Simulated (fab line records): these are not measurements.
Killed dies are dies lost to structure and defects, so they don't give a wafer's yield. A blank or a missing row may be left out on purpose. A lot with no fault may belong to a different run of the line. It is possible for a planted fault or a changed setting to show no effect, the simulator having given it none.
What tool caused it?	flow nand harc	Sampling: 6 lots, 18 wafers, 4 of 1302 route steps

== WHAT EACH GAUGE READ, for each wafer ==
NHARC_P_STI_OVL_MEAS_10.
lot	measured	on	overlay x nm (nm)
L861	day 3 19:11	overlay-02	9 9 10
L869	day 7 01:10	overlay-02	-5 -5 -5
L873	day 8 15:13	overlay-02	-6 -6 -5
L876	day 9 20:38	overlay-01	6 7 7
L878	day 10 17:51	overlay-02	-5 -6 -5
L882	day 12 09:26	overlay-02	7 8 7

== TOOL THAT RAN EACH LOT (tool first, then ch and the chambers of the sampled wafers, then the start) ==
lot	NHARC_P_ZERO_WELL_SOFTBAKE_06	NHARC_P_ZERO_WELL_DESCUM_26	NHARC_P_ZERO_WELL_DESCUM_54
L861	litho track-07 ch 0, day 2 16:00	rie diel-13 ch 1,2,3, day 2 21:20	rie diel-13 ch 0,2,3, day 3 00:37
L869	litho track-02 ch 0, day 6 00:00	rie diel-13 ch 0,1, day 6 02:37	rie diel-01 ch 1,2,3, day 6 05:41
L873	litho track-05 ch 0, day 7 16:00	rie diel-13 ch 0,2, day 7 18:47	rie diel-06 ch 0,2,3, day 7 22:03
L876	litho track-02 ch 0, day 8 22:00	rie diel-06 ch 0,1, day 9 00:37	rie diel-01 ch 0,1,3, day 9 03:53
L878	litho track-07 ch 0, day 9 18:00	rie diel-13 ch 0,1,3, day 9 20:49	rie diel-06 ch 1,2, day 10 00:05
L882	litho track-07 ch 0, day 11 10:00	rie diel-13 ch 1,3, day 11 12:44	rie diel-06 ch 0,2, day 11 15:53
- NHARC_P_ZERO_WELL_SOFTBAKE_06: time 70 s.
- NHARC_P_ZERO_WELL_DESCUM_26: chemistry O2, time 3 s.
- NHARC_P_ZERO_WELL_DESCUM_54: chemistry O2, time 3 s.

== THE ANSWER, worked out from the rows above alone ==
Rule: what is usual is taken from the lots themselves. Put in order of their means at a reading, lots are off if they are a third of the lots or fewer, leave a main group of 4 or more, and stand apart from it by a gap of 3 or more times the standard deviation of the main group's means; of several such gaps the widest counts. If all means in a main group match to the digits the tables above print for the reading, that group is not used. Also off: a lot with no number at a reading for which 4 or more lots have one. Where the step has rows for the other lots, those lots are counted as sound.
No lot is off on any of the readings shown, so nothing can be concluded from this.

== WHAT THE SIMULATOR HAD INSERTED ==
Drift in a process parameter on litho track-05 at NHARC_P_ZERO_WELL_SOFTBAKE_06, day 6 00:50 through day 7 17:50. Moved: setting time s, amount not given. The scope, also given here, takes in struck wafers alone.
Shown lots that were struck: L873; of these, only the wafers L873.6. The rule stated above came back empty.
